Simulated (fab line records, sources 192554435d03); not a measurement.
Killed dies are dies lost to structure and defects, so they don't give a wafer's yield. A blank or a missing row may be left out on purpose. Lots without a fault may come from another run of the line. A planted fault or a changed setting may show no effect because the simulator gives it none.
Which tool did it? | flow n5_finfet | 10 lots, 30 wafers sampled, at 6 steps of a route of 1938

WHAT THE GAUGES READ, wafer by wafer
N5_SDB_INSPECT_13: inspects for defects (brightfield). Usual: raw_defect_count 76, standard deviation 32.
lot  | measured    | on                | raw_defect_count | flag
L356 | day 3 21:28 | defect_inspect-02 | 147 111 107      |
L360 | day 4 21:53 | defect_inspect-01 | 64 175 63        |
L361 | day 5 03:40 | defect_inspect-02 | 154 82 62        |
L364 | day 5 20:38 | defect_inspect-02 | 56 50 39         |
L365 | day 5 23:44 | defect_inspect-02 | 73 54 107        |
L368 | day 7 00:26 | defect_inspect-01 | 75 65 48         |
L375 | day 8 12:22 | defect_inspect-01 | 133 137 132      |
L376 | day 8 18:46 | defect_inspect-02 | 86 47 74         |
L378 | day 9 08:00 | defect_inspect-01 | 33 36 39         |
L379 | day 9 11:06 | defect_inspect-02 | 68 61 60         |

N5_HKMG_FIN_CD_MEAS_49: target cd 202 nm. Usual: cd_nm 202.4 nm, standard deviation 0.6.
lot  | measured    | on        | cd_nm (nm)        | flag
L356 | day 4 02:46 | cd_sem-03 | 203.7 203.0 202.6 |
L360 | day 5 04:04 | cd_sem-02 | 201.6 202.7 202.8 |
L361 | day 5 09:23 | cd_sem-01 | 202.4 203.0 201.7 |
L364 | day 6 02:11 | cd_sem-01 | 201.8 200.4 201.6 |
L365 | day 6 06:14 | cd_sem-03 | 202.4 202.5 202.3 |
L368 | day 7 06:22 | cd_sem-02 | 201.9 207.5 207.1 | OFF
L375 | day 8 17:49 | cd_sem-03 | 202.0 202.4 202.1 |
L376 | day 9 00:26 | cd_sem-02 | 202.9 202.2 202.3 |
L378 | day 9 13:27 | cd_sem-02 | 202.6 203.0 204.1 |
L379 | day 9 16:41 | cd_sem-01 | 202.5 203.4 203.1 |

N5_BEOL_M4_RC_MEAS_101. Usual: DIBL_N 36.0 mV/V, standard deviation 1.7; DIBL_P 36.0 mV/V, standard deviation 2; IOFF_N 0.156 nA/um, standard deviation 0.028; IOFF_P 0.21 nA/um, standard deviation 0.04; ION_N 673 uA/um, standard deviation 12; ION_P 463 uA/um, standard deviation 8.3; SS_N 71.4 mV/dec, standard deviation 0.6; SS_P 73.3 mV/dec, standard deviation 0.66; VT_N 250 mV, standard deviation 3; VT_P -250 mV, standard deviation 3.8.
lot  | measured     | on        | DIBL_N (mV/V)  | DIBL_P (mV/V)  | IOFF_N (nA/um)    | IOFF_P (nA/um) | ION_N (uA/um) | ION_P (uA/um) | SS_N (mV/dec)  | SS_P (mV/dec)  | VT_N (mV)   | VT_P (mV)      | flag
L356 | day 7 21:32  | prober-01 | 35.2 33.2 33.7 | 35.4 33.1 34.3 | 0.146 0.118 0.132 | 0.20 0.16 0.19 | 668 661 667   | 470 461 458   | 71.2 70.4 71.0 | 73.2 73.0 72.7 | 252 254 252 | -250 -253 -250 |
L360 | day 8 13:30  | prober-01 | 36.4 35.6 35.0 | 39.0 36.4 36.8 | 0.167 0.153 0.141 | 0.26 0.22 0.21 | 684 667 660   | 469 466 462   | 72.0 71.8 70.9 | 73.6 72.4 73.0 | 249 253 251 | -245 -247 -249 |
L361 | day 8 22:27  | prober-01 | 34.8 37.8 35.3 | 33.7 38.1 34.2 | 0.118 0.169 0.136 | 0.18 0.24 0.18 | 652 669 672   | 454 465 463   | 71.3 72.4 71.1 | 73.1 73.7 72.9 | 255 250 250 | -252 -246 -252 |
L364 | day 9 16:02  | prober-02 | 36.1 36.3 36.6 | 35.1 35.6 35.9 | 0.155 0.168 0.159 | 0.20 0.22 0.22 | 669 681 673   | 462 465 461   | 71.7 70.9 71.8 | 73.6 73.2 74.5 | 252 248 251 | -251 -247 -250 |
L365 | day 10 00:16 | prober-02 | 37.0 36.4 36.6 | 36.3 35.2 36.0 | 0.172 0.160 0.163 | 0.20 0.18 0.19 | 684 684 682   | 466 468 461   | 72.0 71.0 71.5 | 73.8 73.5 73.7 | 248 248 251 | -253 -253 -253 |
L368 | day 10 22:46 | prober-02 | 35.4 33.6 35.8 | 35.3 34.6 36.7 | 0.164 0.139 0.188 | 0.23 0.23 0.27 | 678 672 695   | 467 474 480   | 71.0 70.8 71.8 | 72.4 72.7 73.8 | 247 248 246 | -245 -247 -245 |
L375 | day 13 01:37 | prober-02 | 34.4 35.9 34.5 | 34.3 36.0 33.9 | 0.118 0.145 0.125 | 0.18 0.21 0.18 | 667 662 662   | 462 456 463   | 70.8 71.1 71.1 | 72.6 73.1 72.5 | 256 250 252 | -251 -251 -252 |
L376 | day 13 12:47 | prober-01 | 38.1 37.2 38.8 | 38.5 36.4 38.3 | 0.208 0.179 0.202 | 0.24 0.20 0.25 | 692 673 686   | 468 455 466   | 71.7 71.9 72.1 | 73.9 73.5 74.6 | 247 249 246 | -249 -254 -250 |
L378 | day 13 10:40 | prober-01 | 35.1 36.1 35.9 | 35.2 36.0 36.8 | 0.132 0.156 0.150 | 0.16 0.18 0.19 | 676 674 680   | 463 461 462   | 70.9 71.5 71.0 | 72.4 73.2 72.9 | 251 250 251 | -254 -256 -253 |
L379 | day 14 00:35 | prober-02 | 36.8 36.1 36.3 | 37.8 37.0 36.7 | 0.184 0.167 0.166 | 0.23 0.21 0.21 | 694 684 680   | 471 464 459   | 71.0 71.1 71.8 | 73.2 72.9 73.4 | 246 248 247 | -249 -251 -253 |

WHICH TOOL RAN EACH LOT (tool, then ch and the chambers of the sampled wafers, then the start)
lot  | N5_HKMG_FIN_HK_ALD_01           | N5_HKMG_FIN_PEB_47               | N5_HKMG_FIN_ALD_79
L356 | ald_hk-03 ch 2,3, day 4 01:57   | litho_track-01 ch 0, day 4 02:43 | ald_metal-02 ch 0,2, day 4 04:20
L360 | ald_hk-03 ch 0,1,3, day 5 03:04 | litho_track-05 ch 0, day 5 03:59 | ald_metal-01 ch 0,1,2, day 5 05:36
L361 | ald_hk-03 ch 1,2,3, day 5 08:27 | litho_track-01 ch 0, day 5 09:20 | ald_metal-03 ch 1,2,3, day 5 11:10
L364 | ald_hk-03 ch 0,1, day 6 01:14   | litho_track-03 ch 0, day 6 02:07 | ald_metal-03 ch 1,3, day 6 03:48
L365 | ald_hk-01 ch 1,2,3, day 6 05:17 | litho_track-05 ch 0, day 6 06:10 | ald_metal-01 ch 1,2,3, day 6 08:46
L368 | ald_hk-02 ch 0,3, day 7 05:16   | litho_track-05 ch 0, day 7 06:17 | ald_metal-01 ch 1,2,3, day 7 07:56
L375 | ald_hk-02 ch 0,1,2, day 8 16:50 | litho_track-01 ch 0, day 8 17:45 | ald_metal-03 ch 0,2,3, day 8 19:26
L376 | ald_hk-02 ch 2,3, day 8 23:37   | litho_track-03 ch 0, day 9 00:23 | ald_metal-03 ch 2,3, day 9 02:07
L378 | ald_hk-03 ch 0,2,3, day 9 12:38 | litho_track-01 ch 0, day 9 13:23 | ald_metal-02 ch 1,2,3, day 9 14:55
L379 | ald_hk-01 ch 1,2, day 9 15:51   | litho_track-01 ch 0, day 9 16:37 | ald_metal-03 ch 0,1,2, day 9 18:22
- N5_HKMG_FIN_HK_ALD_01: deposits HfO2, target thk 1.6 nm, pulse time 3 s, purge time 3 s.
- N5_HKMG_FIN_PEB_47: peb time 60 s.
- N5_HKMG_FIN_ALD_79: deposits TiN, target thk 1.5 nm, pulse time 1 s, purge time 3 s.

WHAT THE TOOLS THEMSELVES READ (means of the sampled wafers that have a number; where no wafer has one, the mark that the record gives instead)
N5_HKMG_FIN_HK_ALD_01. Usual: precursor_pulse_height_rel 1.000, standard deviation 0.019.
lot  | tool      | precursor_pulse_height_rel | flag
L356 | ald_hk-03 | 1.006                      |
L360 | ald_hk-03 | 1.013                      |
L361 | ald_hk-03 | 1.015                      |
L364 | ald_hk-03 | 0.996                      |
L365 | ald_hk-01 | 1.032                      |
L368 | ald_hk-02 | 0.998                      |
L375 | ald_hk-02 | 0.989                      |
L376 | ald_hk-02 | 0.994                      |
L378 | ald_hk-03 | 1.000                      |
L379 | ald_hk-01 | 1.003                      |

N5_HKMG_FIN_ALD_79. Usual: heater_power_w 854 W, standard deviation 78; precursor_pulse_height_rel 1.000, standard deviation 0.017.
lot  | tool         | heater_power_w (W) | precursor_pulse_height_rel | flag
L356 | ald_metal-02 | 883                | 1.001                      |
L360 | ald_metal-01 | 833                | 0.988                      |
L361 | ald_metal-03 | 870                | 1.007                      |
L364 | ald_metal-03 | 897                | 0.995                      |
L365 | ald_metal-01 | 902                | 0.994                      |
L368 | ald_metal-01 | 912                | 1.003                      |
L375 | ald_metal-03 | 793                | 0.999                      |
L376 | ald_metal-03 | 779                | 0.995                      |
L378 | ald_metal-02 | 845                | 1.001                      |
L379 | ald_metal-03 | 873                | 1.005                      |

THE ANSWER, worked out from the rows above alone
Rule: a lot is off if the mean of its wafers that have a number lies more than 3 standard deviations from the usual mean. A lot without any number at a reading at which 4 lots or more have one is off too. The other lots that the step has rows for count as sound. The gauges are gone through in route order, then the tools' own readings, and for those a lot's mean is taken as printed above. The first step at which some lot is off is used, and at that step the reading that is off furthest; a lot without a number counts as furthest.
Off: L368, at N5_HKMG_FIN_CD_MEAS_49 (cd_nm).
A tool fits if, at a process step before that reading, it ran every lot that is off, and no sound lot after the first of them. The gauges at N5_HKMG_FIN_CD_MEAS_49 are tried like those tools. One fits: litho_track-05 at N5_HKMG_FIN_PEB_47. Its last sound lot is L365 (day 6 06:10), its first lot that is off L368 (day 7 06:17): a fault that began between those two fits.

WHAT THE SIMULATOR HAD PUT IN
Process parameter drift: litho_track-05, from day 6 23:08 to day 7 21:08, at N5_HKMG_FIN_PEB_47. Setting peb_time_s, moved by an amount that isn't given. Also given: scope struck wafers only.
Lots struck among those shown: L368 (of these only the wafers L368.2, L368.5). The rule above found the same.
